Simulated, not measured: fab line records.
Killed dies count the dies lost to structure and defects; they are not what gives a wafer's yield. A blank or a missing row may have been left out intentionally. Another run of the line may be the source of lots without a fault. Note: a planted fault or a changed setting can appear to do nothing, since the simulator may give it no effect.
Chamber matching	flow n5_finfet	N5_HKMG_FIN_ALD_36 on ald_metal-03 has 4 sister chambers
The step deposits TiN, target thk 1 nm, pulse time 1 s, purge time 3 s. 22 wafers are shown with their chamber, then 11 later ones without.

== WAFERS PAIRED WITH THEIR CHAMBERS ==
wafer	chamber	heater_power_w (W)	precursor_pulse_height_rel
L079.1	3	905	0.990
L079.2	0	899	1.005
L079.3	2	944	0.995
L079.4	1	906	1.004
L079.5	3	923	0.985
L079.6	0	882	1.018
L081.1	1	930	1.025
L081.2	3	919	0.995
L081.3	2	928	0.998
L081.4	3	939	0.998
L081.5	2	967	1.003
L081.6	1	930	1.010
L086.2	1	933	0.995
L086.4	3	921	1.027
L086.6	0	899	1.000
L091.2	0	903	1.006
L091.4	3	903	1.042
L091.6	0	879	1.016
L092.3	0	926	0.996
L092.4	1	942	1.045
L092.5	2	936	1.030
L093.1	1	926	0.992

SIGNATURES (means of the wafers above)
reading	chamber 0	chamber 1	chamber 2	chamber 3	scatter within a chamber
heater_power_w	898.00	927.83	943.75	918.33	14.6
precursor_pulse_height_rel	1.00683	1.01183	1.00650	1.00617	0.0179
Rule: a wafer lies at a distance from a chamber equal to the root of the sum of squares, over the readings, of (its reading less the chamber's mean, divided by the reading's scatter). If the next closest chamber is less than 2 further off than the closest, the wafer can't be placed; otherwise it belongs to the closest. How the scatter is found: for the shown wafers, subtract from each reading the mean of its chamber, square and add these, divide the total by (wafers less chambers), then take the root.

== WAFERS WITHOUT THEIR CHAMBER ==
wafer	heater_power_w (W)	precursor_pulse_height_rel
L093.2	939	0.982
L093.5	895	0.972
L095.1	967	0.962
L095.4	943	1.005
L095.5	945	0.976
L096.1	935	1.001
L096.2	928	1.023
L096.3	965	1.010
L096.4	921	1.012
L096.5	949	0.973
L096.6	918	0.995

== CHAMBER TAKEN BY EACH ==
wafer	from the rows above	in truth
L093.2	can't be placed: 2 or 1 or 3 or 0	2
L093.5	can't be placed: 0 or 3 or 1 or 2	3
L095.1	can't be placed: 2 or 1 or 3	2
L095.4	can't be placed: 2 or 1 or 3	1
L095.5	can't be placed: 2 or 1 or 3 or 0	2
L096.1	can't be placed: 2 or 1 or 3 or 0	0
L096.2	can't be placed: 1 or 3 or 2 or 0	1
L096.3	can't be placed: 2 or 1 or 3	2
L096.4	can't be placed: 3 or 1 or 2 or 0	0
L096.5	can't be placed: 2 or 1 or 3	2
L096.6	can't be placed: 3 or 1 or 0 or 2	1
Correctly placed: 0 of 11. Can't be placed from these rows: 11 (the true chamber is among the candidates in 11). 0 placed wrongly.
